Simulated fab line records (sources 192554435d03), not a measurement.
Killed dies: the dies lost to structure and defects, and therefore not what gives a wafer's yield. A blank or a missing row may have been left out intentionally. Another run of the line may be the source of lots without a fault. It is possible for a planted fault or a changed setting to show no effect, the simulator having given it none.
Chamber matching + flow n5-finfet + N5_BEOL_M4_STRIP_66 on rie-diel-05 has 4 sister chambers
The step strips in CF4. 18 wafers are shown with their chamber, then 9 later ones without.

WAFERS, EACH WITH ITS CHAMBER
| wafer  | chamber | showerhead-plenum-p-Torr (Torr) | drypump-motor-current-A (A) | throttle-valve-pct (%) |
|--------|---------|---------------------------------|-----------------------------|------------------------|
| L077.2 | 2       | 1.85                            | 6.0                         | 13.89                  |
| L077.5 | 3       | 1.74                            | 5.9                         | 13.70                  |
| L077.6 | 0       | 1.89                            | 5.7                         | 13.62                  |
| L076.1 | 0       | 1.89                            | 5.7                         | 13.63                  |
| L076.2 | 2       | 1.84                            | 6.1                         | 13.89                  |
| L076.4 | 1       | 1.80                            | 6.6                         | 13.44                  |
| L075.2 | 3       | 1.74                            | 6.0                         | 13.71                  |
| L075.3 | 2       | 1.84                            | 6.0                         | 13.92                  |
| L075.6 | 0       | 1.89                            | 5.7                         | 13.63                  |
| L078.1 | 0       | 1.89                            | 5.7                         | 13.63                  |
| L078.4 | 3       | 1.74                            | 5.9                         | 13.71                  |
| L078.6 | 2       | 1.84                            | 6.0                         | 13.90                  |
| L079.1 | 0       | 1.89                            | 5.7                         | 13.64                  |
| L079.3 | 2       | 1.84                            | 6.0                         | 13.90                  |
| L079.5 | 2       | 1.84                            | 6.0                         | 13.92                  |
| L081.2 | 0       | 1.88                            | 5.7                         | 13.64                  |
| L081.5 | 1       | 1.79                            | 6.6                         | 13.49                  |
| L081.6 | 0       | 1.88                            | 5.7                         | 13.64                  |

SIGNATURES, as means of the wafers listed above
| reading                  | chamber 0 | chamber 1 | chamber 2 | chamber 3 | scatter within a chamber |
|--------------------------|-----------|-----------|-----------|-----------|--------------------------|
| showerhead-plenum-p-Torr | 1.8871    | 1.7950    | 1.8417    | 1.7400    | 0.00444                  |
| drypump-motor-current-A  | 5.700     | 6.600     | 6.017     | 5.933     | 0.0327                   |
| throttle-valve-pct       | 13.6329   | 13.4650   | 13.9033   | 13.7067   | 0.0136                   |
Rule: for each reading, subtract the chamber's mean from the wafer's reading, divide by that reading's scatter and square the result; add these up over the readings and take the root, which gives the wafer's distance from the chamber. The wafer belongs to the nearest chamber; if the next one is less than 2 further off, it can't be placed. The scatter: take each reading less its chamber's mean, square it, sum over the shown wafers, divide by the number of wafers less the number of chambers, and take the root.

WAFERS WHOSE CHAMBER IS MISSING
| wafer  | showerhead-plenum-p-Torr (Torr) | drypump-motor-current-A (A) | throttle-valve-pct (%) |
|--------|---------------------------------|-----------------------------|------------------------|
| L082.2 | 1.73                            | 6.0                         | 13.74                  |
| L082.3 | 1.79                            | 6.6                         | 13.49                  |
| L082.5 | 1.88                            | 5.7                         | 13.64                  |
| L086.2 | 1.88                            | 5.7                         | 13.73                  |
| L086.3 | 1.79                            | 6.6                         | 13.54                  |
| L086.4 | 1.73                            | 5.9                         | 13.80                  |
| L093.3 | 1.79                            | 6.6                         | 13.55                  |
| L093.4 | 1.83                            | 6.0                         | 13.99                  |
| L093.5 | 1.88                            | 5.7                         | 13.71                  |

WHICH CHAMBER EACH WENT THROUGH
| wafer  | from the rows above | in truth |
|--------|---------------------|----------|
| L082.2 | 3                   | 3        |
| L082.3 | 1                   | 1        |
| L082.5 | 0                   | 0        |
| L086.2 | 0                   | 0        |
| L086.3 | 1                   | 1        |
| L086.4 | 3                   | 3        |
| L093.3 | 1                   | 1        |
| L093.4 | 2                   | 2        |
| L093.5 | 0                   | 0        |
Correct placement for 9 of the 9. Number that these rows cannot place: 0. Wrongly placed: 0.
